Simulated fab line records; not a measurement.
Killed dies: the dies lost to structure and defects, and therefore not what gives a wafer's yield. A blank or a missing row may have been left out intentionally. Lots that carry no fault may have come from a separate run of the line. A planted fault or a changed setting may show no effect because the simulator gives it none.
What tool caused it? -- flow n5_finfet -- Sampling: 10 lots, 29 wafers, 6 of 1938 route steps

## WHAT THE GAUGES SHOWED, per wafer
N5_BEOL_M2_THK_MEAS_01. Usual: M2_ILD_THK 78.6 nm, standard deviation 1.1.
lot,measured,on,M2_ILD_THK (nm),flag
L950,day 6 22:11,film_metro-01,76.2 79.3 77.8,
L951,day 7 05:34,film_metro-01,79.5 81.4 79.8,
L956,day 8 16:58,film_metro-02,77.9 79.7 79.4,
L957,day 8 20:40,film_metro-02,75.8 76.7 78.7,
L959,day 9 12:21,film_metro-01,78.3 78.9 77.4,
L960,day 9 13:58,film_metro-02,56.0 75.9 57.3,OFF
L961,day 9 18:28,film_metro-01,78.6 80.4 79.1,
L962,day 9 19:54,film_metro-01,77.9 59.0,OFF
L968,day 11 06:32,film_metro-02,79.7 81.4 80.1,
L971,day 12 08:08,film_metro-01,78.2 79.1 79.0,

N5_BEOL_M4_RC_MEAS_101. Usual: DIBL_N 36.0 mV/V, standard deviation 1.7; DIBL_P 36.0 mV/V, standard deviation 2; IOFF_N 0.156 nA/um, standard deviation 0.028; IOFF_P 0.21 nA/um, standard deviation 0.04; ION_N 673 uA/um, standard deviation 12; ION_P 463 uA/um, standard deviation 8.3; SS_N 71.4 mV/dec, standard deviation 0.6; SS_P 73.3 mV/dec, standard deviation 0.66; VT_N 250 mV, standard deviation 3; VT_P -250 mV, standard deviation 3.8.
lot,measured,on,DIBL_N (mV/V),DIBL_P (mV/V),IOFF_N (nA/um),IOFF_P (nA/um),ION_N (uA/um),ION_P (uA/um),SS_N (mV/dec),SS_P (mV/dec),VT_N (mV),VT_P (mV),flag
L950,day 8 01:18,prober-02,35.8 38.5 35.0,35.5 39.1 35.3,0.155 0.207 0.146,0.16 0.22 0.17,674 680 668,460 454 454,72.5 72.3 70.5,73.2 74.7 73.0,250 248 248,-257 -251 -256,
L951,day 8 11:33,prober-02,36.9 36.9 34.7,36.3 35.9 34.3,0.167 0.153 0.123,0.18 0.18 0.16,677 660 672,461 448 457,71.3 71.9 70.7,73.6 73.7 72.6,250 255 254,-254 -255 -254,
L956,day 9 16:02,prober-02,36.1 36.3 36.6,35.1 35.6 35.9,0.155 0.168 0.159,0.20 0.22 0.22,669 681 673,462 465 461,71.7 70.9 71.8,73.6 73.2 74.5,252 248 251,-251 -247 -250,
L957,day 10 00:16,prober-02,37.0 36.4 36.6,36.3 35.2 36.0,0.172 0.160 0.163,0.20 0.18 0.19,684 684 682,466 468 461,72.0 71.0 71.5,73.8 73.5 73.7,248 248 251,-253 -253 -253,
L959,day 10 20:08,prober-01,39.2 32.8 35.6,38.8 30.8 34.7,0.220 0.107 0.146,0.28 0.16 0.21,699 658 670,477 465 463,72.1 70.5 71.4,74.7 72.3 73.2,243 254 252,-247 -252 -252,
L960,day 10 22:46,prober-02,35.4 33.6 35.8,35.3 34.6 36.7,0.164 0.139 0.188,0.23 0.23 0.27,678 672 695,467 474 480,71.0 70.8 71.8,72.4 72.7 73.8,247 248 246,-245 -247 -245,
L961,day 11 03:14,prober-01,36.4 34.0 35.7,37.6 35.2 37.5,0.171 0.133 0.155,0.28 0.25 0.28,694 680 688,480 485 480,71.3 70.9 71.4,73.8 73.3 74.7,248 249 248,-240 -243 -244,
L962,day 11 05:26,prober-01,35.9 37.1,35.5 37.1,0.157 0.174,0.21 0.24,675 688,461 467,70.7 71.6,72.9 73.9,250 249,-250 -248,
L968,day 13 12:47,prober-01,38.1 37.2 38.8,38.5 36.4 38.3,0.208 0.179 0.202,0.24 0.20 0.25,692 673 686,468 455 466,71.7 71.9 72.1,73.9 73.5 74.6,247 249 246,-249 -254 -250,
L971,day 14 00:35,prober-02,36.8 36.1 36.3,37.8 37.0 36.7,0.184 0.167 0.166,0.23 0.21 0.21,694 684 680,471 464 459,71.0 71.1 71.8,73.2 72.9 73.4,246 248 247,-249 -251 -253,

## TOOL THAT RAN EACH LOT (tool first, then ch and the chambers of the sampled wafers, then the start)
lot,N5_BEOL_M1_SPUTTER_90,N5_BEOL_M1_ANNEAL_93,N5_BEOL_M1_CO_CAP_55,N5_BEOL_M2_ILD_DEP_00
L950,"pvd_sputter-02, day 6 20:04","pvd_sputter-02, day 6 20:22","cvd_co-01 ch 0,1,2, day 6 21:52","pecvd-03 ch 1,2, day 6 22:07"
L951,"pvd_sputter-03, day 7 03:44","pvd_sputter-03, day 7 04:02","cvd_co-02 ch 0,1, day 7 05:16","pecvd-03 ch 0,1, day 7 05:30"
L956,"pvd_sputter-02, day 8 14:49","pvd_sputter-02, day 8 15:07","cvd_co-01 ch 0,2, day 8 16:28","pecvd-01 ch 0,2, day 8 16:43"
L957,"pvd_sputter-03, day 8 18:49","pvd_sputter-03, day 8 19:07","cvd_co-01 ch 0,1, day 8 20:20","pecvd-03 ch 1,2, day 8 20:35"
L959,"pvd_sputter-03, day 9 10:11","pvd_sputter-03, day 9 10:29","cvd_co-02 ch 1,2, day 9 12:02","pecvd-03 ch 0,2, day 9 12:17"
L960,"pvd_sputter-01, day 9 11:58","pvd_sputter-01, day 9 12:16","cvd_co-02 ch 0,1,2, day 9 13:40","pecvd-03 ch 0,1,2, day 9 13:55"
L961,"pvd_sputter-01, day 9 16:36","pvd_sputter-01, day 9 16:54","cvd_co-01 ch 0,2, day 9 18:08","pecvd-02 ch 0,1, day 9 18:24"
L962,"pvd_sputter-02, day 9 18:04","pvd_sputter-02, day 9 18:22","cvd_co-02 ch 0,1, day 9 19:37","pecvd-03 ch 1,2, day 9 19:51"
L968,"pvd_sputter-01, day 11 04:42","pvd_sputter-01, day 11 05:00","cvd_co-01 ch 0,2, day 11 06:13","pecvd-02 ch 0,1,2, day 11 06:28"
L971,"pvd_sputter-03, day 12 06:15","pvd_sputter-03, day 12 06:33","cvd_co-01 ch 0,2, day 12 07:46","pecvd-02 ch 0,1, day 12 08:03"
- N5_BEOL_M1_SPUTTER_90: material Cu, target thk 4.5 nm, time 8.29 s.
- N5_BEOL_M1_ANNEAL_93: time 240 s.
- N5_BEOL_M1_CO_CAP_55: material Co, precursor CCTBA/H2, target thk 2 nm, time 102.1 s.
- N5_BEOL_M2_ILD_DEP_00: deposits SiOC from DEMS/O2, target thk 79 nm, time 15.3 s.

## WHAT THE TOOLS THEMSELVES READ (means of the sampled wafers that have a number; where no wafer has one, the mark that the record gives instead)
N5_BEOL_M1_SPUTTER_90. Usual: chamber_pressure_pa 0.07 Pa, standard deviation 0.00013; chuck_sensor_temp_C -15.8 C, standard deviation 0.41; throttle_valve_pct 29.9 %, standard deviation 1.
lot,tool,chamber_pressure_pa (Pa),chuck_sensor_temp_C (C),throttle_valve_pct (%),flag
L950,pvd_sputter-02,0.07,-16.1,29.3,
L951,pvd_sputter-03,0.07,-16.1,31.0,
L956,pvd_sputter-02,0.07,-16.1,29.0,
L957,pvd_sputter-03,0.07,-15.9,30.7,
L959,pvd_sputter-03,0.07,-16.1,31.0,
L960,pvd_sputter-01,0.07,-15.8,30.5,
L961,pvd_sputter-01,0.07,-16.0,30.6,
L962,pvd_sputter-02,0.07,-15.8,29.1,
L968,pvd_sputter-01,0.07,-15.6,29.7,
L971,pvd_sputter-03,0.07,-15.9,30.7,

N5_BEOL_M1_ANNEAL_93. Usual: heater_power_w 831 W, standard deviation 63.
lot,tool,heater_power_w (W),flag
L950,pvd_sputter-02,827,
L951,pvd_sputter-03,789,
L956,pvd_sputter-02,830,
L957,pvd_sputter-03,804,
L959,pvd_sputter-03,793,
L960,pvd_sputter-01,820,
L961,pvd_sputter-01,870,
L962,pvd_sputter-02,886,
L968,pvd_sputter-01,790,
L971,pvd_sputter-03,794,

N5_BEOL_M1_CO_CAP_55. Usual: heater_power_w 223 W, standard deviation 13.
lot,tool,heater_power_w (W),flag
L950,cvd_co-01,233,
L951,cvd_co-02,204,
L956,cvd_co-01,225,
L957,cvd_co-01,228,
L959,cvd_co-02,224,
L960,cvd_co-02,215,
L961,cvd_co-01,227,
L962,cvd_co-02,214,
L968,cvd_co-01,228,
L971,cvd_co-01,229,

N5_BEOL_M2_ILD_DEP_00. Usual: heater_power_w 489 W, standard deviation 76; rf_fwd_power_W 492.9 W, standard deviation 3; showerhead_plenum_p_Torr 5.686 Torr, standard deviation 0.015; showerhead_vpp_V 1322 V, standard deviation 71; throttle_valve_pct 11.7 %, standard deviation 0.53.
lot,tool,heater_power_w (W),rf_fwd_power_W (W),showerhead_plenum_p_Torr (Torr),showerhead_vpp_V (V),throttle_valve_pct (%),flag
L950,pecvd-03,563,488.4,5.693,1329,11.7,
L951,pecvd-03,527,492.4,5.682,1326,11.6,
L956,pecvd-01,443,493.4,5.676,1310,11.0,
L957,pecvd-03,589,488.2,5.680,1337,11.9,
L959,pecvd-03,637,490.5,5.687,1314,11.6,
L960,pecvd-03,526,489.3,5.684,1308,11.6,
L961,pecvd-02,499,495.1,5.703,1367,11.8,
L962,pecvd-03,542,489.3,5.691,1334,11.8,
L968,pecvd-02,491,493.9,5.712,1436,11.7,
L971,pecvd-02,468,497.6,5.710,1363,11.8,

## THE ANSWER, worked out from the rows above alone
Rule: lot off if the mean of its wafers having a number is beyond 3 standard deviations from the usual mean. A lot without any number at a reading at which 4 lots or more have one is off too. All remaining lots with rows at the step are treated as sound. Order of review: gauges by route order, followed by the tools' own readings, for which a lot's mean as printed above is used. The first step at which some lot is off is used, and at that step the reading that is off furthest; a lot without a number counts as furthest.
Off: L960, L962, at N5_BEOL_M2_THK_MEAS_01 (M2_ILD_THK).
A tool fits if, at a process step before that reading, it ran every lot that is off, and no sound lot after the first of them. Gauges at N5_BEOL_M2_THK_MEAS_01: tried the same way as those tools. Undecided on this evidence; 2 tools fit (cvd_co-02 at N5_BEOL_M1_CO_CAP_55, pecvd-03 at N5_BEOL_M2_ILD_DEP_00).

## WHAT HAD BEEN PUT IN BY THE SIMULATOR
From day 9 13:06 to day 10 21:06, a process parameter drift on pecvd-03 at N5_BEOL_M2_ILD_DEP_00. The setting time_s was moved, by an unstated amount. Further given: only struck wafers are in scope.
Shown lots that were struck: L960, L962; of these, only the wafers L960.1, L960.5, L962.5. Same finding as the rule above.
